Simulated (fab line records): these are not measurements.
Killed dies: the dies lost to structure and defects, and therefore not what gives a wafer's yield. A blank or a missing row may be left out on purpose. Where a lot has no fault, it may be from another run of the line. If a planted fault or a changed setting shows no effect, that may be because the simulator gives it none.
Which of the tools did it?    flow nandHarc    42 wafers sampled from 14 lots at 1 step of a route of 1159

== WHAT EACH GAUGE READ, for each wafer ==
NHARC_P_M1_OVL_MEAS_10: pitch 260 nm. Usual: overlayXNm -0.1 nm, standard deviation 1; overlayYNm -0.1 nm, standard deviation 0.61.
lot   measured      on          overlayXNm (nm)  overlayYNm (nm)  flag
L774  day 5 21:32   overlay-02  -1.7 -1.4 -0.9   -0.8 -0.7 -1.0   
L776  day 6 10:43   overlay-02  1.7 1.2 1.1      -0.3 -0.6 -0.8   
L779  day 7 03:35   overlay-02  -0.3 -0.3 -0.3   1.0 1.2 0.9      
L778  day 7 04:23   overlay-02  3.1 2.6 2.2      -0.2 -1.2 -0.5   
L780  day 7 17:26   overlay-02  -1.4 -1.8 -1.2   -0.6 -0.8 -0.4   
L786  day 9 15:25   overlay-01  -0.5 -0.1 -0.3   0.0 -0.5 -0.4    
L789  day 9 18:08   overlay-02  1.7 1.4 1.5      0.2 0.1 -0.3     
L790  day 10 00:39  overlay-01  -0.7 -0.5 -0.2   -0.8 -0.7 -0.6   
L792  day 10 02:47  overlay-02  -0.4 -0.6 -0.4   -0.3 0.2 -0.4    
L791  day 10 03:40  overlay-02  -0.1 -0.3 0.2    0.1 -0.3 0.3     
L794  day 10 21:19  overlay-02  -0.1 -0.9 -1.1   0.1 0.0 0.0      
L796  day 11 06:05  overlay-02  -1.1 -0.1 -0.8   0.2 -0.3 -0.1    
L795  day 11 06:55  overlay-02  -0.2 -0.6 -0.1   0.2 -0.6 -0.5    
L797  day 11 10:44  overlay-02  -0.1 -0.9 -0.4   0.2 -0.1 0.1     

== EACH LOT AND THE TOOL THAT RAN IT (in order: tool; ch and the chambers of the sampled wafers; start) ==
No process step before these readings appears in the record.

== AS READ BY THE TOOLS THEMSELVES (means over the sampled wafers that have a number; for cases with no such wafer, the mark the record gives instead) ==
The record holds no such reading with a usual standard deviation.

== THE ANSWER, worked out from the rows above alone ==
Rule: a lot is off if the mean of its wafers that have a number lies more than 3 standard deviations from the usual mean. Also off: a lot with no number at a reading for which 4 or more lots have one. Any other lot the step has rows for is counted as sound. First the gauges in route order, then the tools' own readings, where a lot's mean is used as printed above. At the first step where some lot is off, the reading lying furthest off is the one used; lots without a number count as furthest.
Nothing can be told from this: no lot is off at any reading shown.

== WHAT THE SIMULATOR HAD PUT IN ==
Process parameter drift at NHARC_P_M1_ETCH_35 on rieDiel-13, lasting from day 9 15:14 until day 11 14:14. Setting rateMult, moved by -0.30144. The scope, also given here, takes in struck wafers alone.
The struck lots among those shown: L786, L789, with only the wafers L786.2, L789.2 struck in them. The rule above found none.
